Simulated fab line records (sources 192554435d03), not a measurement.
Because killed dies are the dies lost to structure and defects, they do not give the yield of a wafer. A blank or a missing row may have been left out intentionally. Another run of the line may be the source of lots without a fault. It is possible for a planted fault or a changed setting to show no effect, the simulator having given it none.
Which tool was responsible? -- flow n5_finfet -- Sampling: 9 lots, 26 wafers, 2 of 1938 route steps

WHAT EACH GAUGE READ, for each wafer
N5_BEOL_M4_RC_MEAS_101.
lot,measured,on,DIBL_N (mV/V),DIBL_P (mV/V),IOFF_N (nA/um),IOFF_P (nA/um),ION_N (uA/um),ION_P (uA/um),SS_N (mV/dec),SS_P (mV/dec),VT_N (mV),VT_P (mV)
L663,day 7 23:20,prober-02,34.3 36.1 36.9,35.5 38.0 38.7,0.138 0.161 0.184,0.19 0.24 0.25,668 682 688,457 466 465,70.9 71.5 72.0,72.3 72.9 73.2,252.3 252.3 249.9,-251 -251 -246
L665,day 8 02:20,prober-01,35.1 34.4 34.1,35.1 34.7 33.3,0.140 0.130 0.114,0.18 0.18 0.16,670 663 656,458 461 449,71.4 70.9 71.2,73.4 73.1 72.0,250.7 255.0 254.7,-254 -254 -255
L668,day 9 00:47,prober-02,37.8 37.4 35.7,36.5 37.5 34.7,0.156 0.165 0.122,0.20 0.21 0.17,672 676 653,455 462 452,70.3 71.3 70.5,73.7 73.5 72.9,252.7 248.5 254.3,-250 -248 -253
L669,day 9 10:29,prober-01,37.8 38.4 39.3,37.8 38.4 39.3,0.168 0.180 0.192,0.21 0.22 0.24,684 689 680,461 461 463,72.0 71.5 71.3,73.6 74.4 74.3,253.7 249.0 251.1,-250 -250 -253
L671,day 9 20:32,prober-01,37.5 39.8 36.0,36.6 38.7 34.4,0.156 0.211 0.128,0.18 0.21 0.16,666 682 651,452 453 437,71.0 72.3 71.1,73.1 73.9 73.0,250.0 246.5 256.1,-257 -255 -259
L672,day 10 02:59,prober-02,37.6 35.8 35.6,38.5 37.4 37.4,0.184 0.158 0.165,0.24 0.22 0.22,698 686 696,475 467 477,72.1 71.1 71.1,73.9 73.5 73.4,245.7 250.7 247.4,-249 -249 -248
L673,day 10 01:27,prober-01,35.0 35.1 34.2,35.7 35.6 33.3,0.139 0.144 0.128,0.19 0.20 0.17,672 683 671,468 468 462,71.4 71.3 70.5,73.3 72.9 73.1,252.1 252.2 254.2,-252 -251 -252
L677,day 11 15:43,prober-01,38.4 38.5,39.7 40.3,0.198 0.212,0.31 0.31,686 684,474 476,71.0 72.4,74.5 73.7,244.2 245.3,-240 -244
L685,day 14 08:34,prober-02,35.0 34.2 32.9,34.8 34.5 33.3,0.149 0.141 0.116,0.22 0.22 0.19,664 686 666,463 482 469,71.1 70.4 71.3,72.8 73.0 73.1,250.4 249.9 252.7,-248 -248 -251

TOOL THAT RAN EACH LOT (tool first, then ch and the chambers of the sampled wafers, then the start)
lot,N5_BEOL_M0_SAQP_CUT_ETCH_46
L663,"rie_diel-06 ch 2,3, day 5 19:28"
L665,"rie_diel-06 ch 1,2,3, day 6 05:22"
L668,"rie_diel-06 ch 0,2, day 6 22:52"
L669,"rie_diel-06 ch 0,1, day 7 06:58"
L671,"rie_diel-06 ch 1,2,3, day 7 19:23"
L672,"rie_diel-01 ch 1,2,3, day 7 20:41"
L673,"rie_diel-06 ch 0,2,3, day 8 00:22"
L677,"rie_diel-06 ch 1,3, day 9 05:03"
L685,"rie_diel-03 ch 1,2, day 11 07:04"
- N5_BEOL_M0_SAQP_CUT_ETCH_46: etches SOC in N2/H2, target depth 135 nm, overetch 27 nm, time 202.5 s.

WHAT THE TOOLS THEMSELVES READ (means of the sampled wafers that have a number; where no wafer has one, the mark that the record gives instead)
N5_BEOL_M0_SAQP_CUT_ETCH_46.
lot,tool,drypump_motor_current_A (A),rf_fwd_power_W (W),rf_vpp_V (V),showerhead_plenum_p_Torr (Torr),throttle_valve_pct (%)
L663,rie_diel-06,5.5,838.8,526.7,2.61,17.52
L665,rie_diel-06,5.2,839.0,524.7,2.56,17.55
L668,rie_diel-06,5.4,838.2,521.6,2.47,17.55
L669,rie_diel-06,5.8,838.3,521.9,2.45,17.83
L671,rie_diel-06,5.3,837.8,524.3,2.55,17.56
L672,rie_diel-01,5.6,839.9,523.4,2.54,17.86
L673,rie_diel-06,5.6,836.7,524.0,2.52,17.64
L677,rie_diel-06,5.4,842.0,524.6,2.58,17.68
L685,rie_diel-03,6.3,837.6,523.3,2.52,17.56

THE ANSWER, worked out from the rows above alone
Rule: usual is defined by the lots themselves. The widest of any qualifying gaps counts: lots, ordered by their means at a reading, are off when they make up no more than a third of the lots, leave a main group of 4 or more, and stand apart from it by 3 or more times the standard deviation of that group's means. A main group is skipped when, at the precision printed for the reading in the tables above, its means are all equal. Also off: a lot with no number at a reading for which 4 or more lots have one. All remaining lots with rows at the step are treated as sound. The gauges are gone through in route order, then the tools' own readings, and for those a lot's mean is taken as printed above. The first step at which some lot is off is used, and at that step the reading that is off furthest; a lot without a number counts as furthest.
Off: at N5_BEOL_M4_RC_MEAS_101 (IOFF_P), L677. Main group: mean 0.20 nA/um, sd 0.02.
If a tool, at a process step before that reading, ran all the lots that are off and no sound lot after the first of them, it fits. The gauges at N5_BEOL_M4_RC_MEAS_101 are tried like those tools. 2 tools fit, rie_diel-06 at N5_BEOL_M0_SAQP_CUT_ETCH_46 and prober-01 at N5_BEOL_M4_RC_MEAS_101, so this cannot tell which one it is.

WHAT THE SIMULATOR HAD INSERTED
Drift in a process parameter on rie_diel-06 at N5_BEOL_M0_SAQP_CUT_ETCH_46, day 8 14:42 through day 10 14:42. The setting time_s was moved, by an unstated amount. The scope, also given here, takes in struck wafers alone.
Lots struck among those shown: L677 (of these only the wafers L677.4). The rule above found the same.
